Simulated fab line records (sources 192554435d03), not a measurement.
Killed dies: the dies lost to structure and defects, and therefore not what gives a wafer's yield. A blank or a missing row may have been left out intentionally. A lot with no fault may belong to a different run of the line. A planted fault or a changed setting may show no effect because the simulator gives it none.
8D (eight disciplines) problem report, filled in by code / flow n5Finfet / the parts of the form that need people (team, actions taken, sign-off) are left out

## 1. PROBLEM STATEMENT
At N5_SD_EPI_N_EXPOSE_06, exposureDoseMJCm2 averages 38.75 over 6 wafers from 2 lots, while fault-free wafers read 39.81, standard deviation 0.2. That puts it -5.3 standard deviations away from the usual mean.
The step: exposes mask SD N BLK, target cd 120 nm.
The first sign was on wafer L609.2 at day 6 17:18, on arfiScanner-02. Wafers with a number at this step in the record: 12, from 4 lots. Rule for "out" (also "out of limits"): further than 4 standard deviations from the usual mean. Any other wafer with a number is counted as sound.

## 2. WHAT IT IS; WHAT IT IS NOT
question=which readings at this step | is=exposureDoseMJCm2 | is not=focusOffsetNm, stageVelMmS
question=which lots | is=L609, L613 | is not=L597, L615
question=which wafers of those lots | is=all that have a number | is not=-
question=read on which tools | is=arfiScanner-02 | is not=arfiScanner-03
question=when | is=from day 6 17:18 | is not=up to then (3 sound wafers); but 3 sound wafers of L615 came after

## 3. WHAT RULES OUT EACH SUSPECT
Counting: any tool at a process step up to the reading is kept as a suspect provided that every lot that is out went through it and no sound lot did after the first of them.
- arfiScanner-02 at N5_SD_EPI_N_EXPOSE_06 (exposes mask SD N BLK, target cd 120 nm): kept. Every lot that is out went through it, starting with L609 (day 6 17:18), and after that it ran no sound lot; the last sound lot it ran before then is L597 (day 3 18:29). On those wafers its own readings are out: exposureDoseMJCm2.
Remaining after the count: arfiScanner-02 at N5_SD_EPI_N_EXPOSE_06.

## 4. THE CAUSE (what the simulator had put in)
Drift in process parameters on arfiScanner-02 at N5_SD_EPI_N_EXPOSE_06, starting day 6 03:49. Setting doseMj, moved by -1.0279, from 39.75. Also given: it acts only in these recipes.
Only this tool survived the counting.

## 5. THE CHAIN OF EFFECTS, in route order
Rows list readings where the struck wafers' mean (over those with a number) sits beyond 3 standard deviations from the usual. Readings are gone through only where the record gives a usual standard deviation; hours: the median, over the lots, of the time from a lot's start at the first step in this table giving one to that lot's start at this step; sigmas: the change measured in usual standard deviations.
hours=0; step=N5_SD_EPI_N_EXPOSE_06; reading=exposureDoseMJCm2; usual=39.81; on struck wafers=38.75; change=-1.06; sigmas=-5.3
Its process steps:
- N5_SD_EPI_N_EXPOSE_06: exposes mask SD N BLK, target cd 120 nm.
At these later measuring or inspecting steps, every struck wafer for which the step has a row has a number for every such reading, and none has moved that far: N5_BEOL_M4_RC_MEAS_101.

## 6. HOW IT WOULD HAVE BEEN CAUGHT EARLIER
In this record no reading fell out of limits until day 6 17:18, 13 hours after the fault had begun at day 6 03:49.
